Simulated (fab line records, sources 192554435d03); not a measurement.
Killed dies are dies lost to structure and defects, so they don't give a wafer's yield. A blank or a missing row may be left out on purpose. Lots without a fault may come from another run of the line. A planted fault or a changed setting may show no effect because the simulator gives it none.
Problem report in the 8D (eight disciplines) form, filled by code | flow n5_finfet | the parts of the form that need people (team, actions taken, sign-off) are left out

1. THE PROBLEM
cd_nm at N5_BEOL_M12_CD_MEAS_10 reads a mean of 125.1 nm on 6 wafers of 2 lots; wafers without a fault read 141.3 nm with a standard deviation of 2.6. That is -6.2 standard deviations from the usual mean.
The step: target cd 140 nm.
First seen on wafer L953.1, day 13 17:31, on cd_sem-01. The record holds 33 wafers of 11 lots with a number at this step. Rule for "out", or "out of limits": more than 4 standard deviations from the usual mean. The other wafers with a number count as sound.

2. WHAT IT IS AND WHAT IT IS NOT
question                    | is                     | is not
which readings at this step | cd_nm                  | -
which lots                  | L953, L954             | L939, L940, L941, L942, L944, L959, L960, L961, L962
which wafers of those lots  | all that have a number | -
read on which gauges        | cd_sem-01, cd_sem-03   | cd_sem-02
when                        | from day 13 17:31      | up to then (15 sound wafers); but 12 sound wafers of L959, L960, L961, L962 came after

3. SUSPECTS, AND WHAT RULES EACH OUT
Counting: a tool at a process step up to the reading stays a suspect if it ran every lot that is out and no sound lot after the first of them.
- the gauge at N5_BEOL_M12_CD_MEAS_10: ruled out. The wafers that are out were read on 2 gauges (cd_sem-01, cd_sem-03).
- rtp_anneal-02 at N5_BEOL_M11_ANNEAL_51 (time 90 s): ruled out as a lasting fault. Sound lots L961, L962 ran on it after its first lot that is out, L953 (day 13 16:09).
- litho_track-01 at N5_BEOL_M12_PEB_08 (peb time 90 s): ruled out as a lasting fault. Sound lots L962 ran on it after its first lot that is out, L953 (day 13 17:23).
Left after counting: nothing in the record.

4. THE CAUSE (what the simulator had put in)
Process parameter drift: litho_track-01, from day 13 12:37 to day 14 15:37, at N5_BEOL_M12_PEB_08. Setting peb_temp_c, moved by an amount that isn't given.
Counting ruled it out, wrongly: the rule takes a fault to strike every lot that its tool runs from its start on, and this one did not.

5. THE CHAIN OF EFFECTS, in route order
Each row: a reading whose mean over the struck wafers that have a number lies more than 3 standard deviations from the usual. Only readings for which the record gives a usual standard deviation are gone through. hours: the time from each lot's start at the first step in this table that gives one to its start at this step, as a median over the lots. sigmas: the change in usual standard deviations.
hours | step                    | reading              | usual    | on struck wafers | change | sigmas
0     | N5_BEOL_M12_PEB_08      | heater_power_total_W | 172.5 W  | 165.3            | -7.2   | -9.4
0     | N5_BEOL_M12_PEB_08      | plate_temp_C         | 130.00 C | 125.49           | -4.51  | -32
0     | N5_BEOL_M12_CD_MEAS_10  | cd_nm                | 141.3 nm | 125.1            | -16.2  | -6.2
45    | N5_PASSIVATION_PROBE_49 | killed_at_M4_up      | 13       | 38               | +25    | +4.9
The process steps in it:
- N5_BEOL_M12_PEB_08: peb time 90 s.
- N5_PASSIVATION_PROBE_49

6. WHAT WOULD HAVE CAUGHT IT SOONER
In this record the first reading out of limits at a measuring or inspecting step was taken at day 13 17:31, 5 hours after the fault began at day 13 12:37.
The tool's own readings at N5_BEOL_M12_PEB_08 were out on every struck wafer that the step has a row for (heater_power_total_W, plate_temp_C): an alarm limit on them would have fired on the first of those.
